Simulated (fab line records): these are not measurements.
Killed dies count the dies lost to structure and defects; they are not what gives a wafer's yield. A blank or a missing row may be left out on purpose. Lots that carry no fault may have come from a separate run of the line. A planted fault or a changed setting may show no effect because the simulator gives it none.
Chamber matching	flow n5_finfet	rie_diel-05 running N5_BEOL_M0_STRIP_104: 4 sister chambers
The step strips in N2/H2. 18 wafers are shown with their chamber, then 9 later ones without.

== WAFERS, EACH WITH ITS CHAMBER ==
wafer	chamber	drypump_motor_current_A (A)	showerhead_plenum_p_Torr (Torr)	throttle_valve_pct (%)
L075.3	1	5.4	2.51	23.4
L075.4	2	6.3	2.44	24.2
L075.5	1	5.4	2.51	23.4
L076.2	1	5.4	2.51	23.4
L076.3	0	5.2	2.52	22.9
L076.4	2	6.3	2.43	24.2
L077.3	0	5.3	2.52	23.0
L077.4	2	6.3	2.43	24.2
L077.5	0	5.2	2.52	22.9
L080.1	3	4.8	2.64	23.5
L080.2	2	6.2	2.43	24.2
L080.5	0	5.2	2.52	23.0
L082.1	1	5.4	2.50	23.4
L082.4	3	4.8	2.64	23.5
L082.5	0	5.2	2.51	22.9
L083.3	0	5.2	2.51	23.0
L083.5	2	6.2	2.43	24.1
L083.6	3	4.8	2.64	23.6

SIGNATURES (averages over the wafers above)
reading	chamber 0	chamber 1	chamber 2	chamber 3	scatter within a chamber
drypump_motor_current_A	5.217	5.400	6.260	4.800	0.0381
showerhead_plenum_p_Torr	2.5167	2.5075	2.4320	2.6400	0.00454
throttle_valve_pct	22.950	23.400	24.180	23.533	0.046
Rule: a wafer's distance from a chamber is the root of the sum, over the readings, of the square of ((its reading less the chamber's mean) divided by the reading's scatter). The wafer belongs to the nearest chamber; if the next one is less than 2 further off, it can't be placed. The scatter: the root of (the sum of the squares of (reading less its chamber's mean) over the shown wafers, divided by (wafers less chambers)).

== WAFERS WITHOUT THEIR CHAMBER ==
wafer	drypump_motor_current_A (A)	showerhead_plenum_p_Torr (Torr)	throttle_valve_pct (%)
L087.1	6.2	2.43	24.2
L087.5	5.2	2.51	23.0
L087.6	4.8	2.64	23.5
L091.2	5.2	2.51	23.0
L091.3	6.2	2.42	24.1
L091.5	4.8	2.63	23.6
L096.1	5.4	2.49	23.5
L096.2	4.8	2.63	23.6
L096.4	5.2	2.50	23.0

== WHICH CHAMBER EACH ONE RAN IN ==
wafer	from the rows above	in truth
L087.1	2	2
L087.5	0	0
L087.6	3	3
L091.2	0	0
L091.3	2	2
L091.5	3	3
L096.1	1	1
L096.2	3	3
L096.4	0	0
Correctly placed: 9 of 9. From these rows, 0 cannot be placed. 0 placed wrongly.
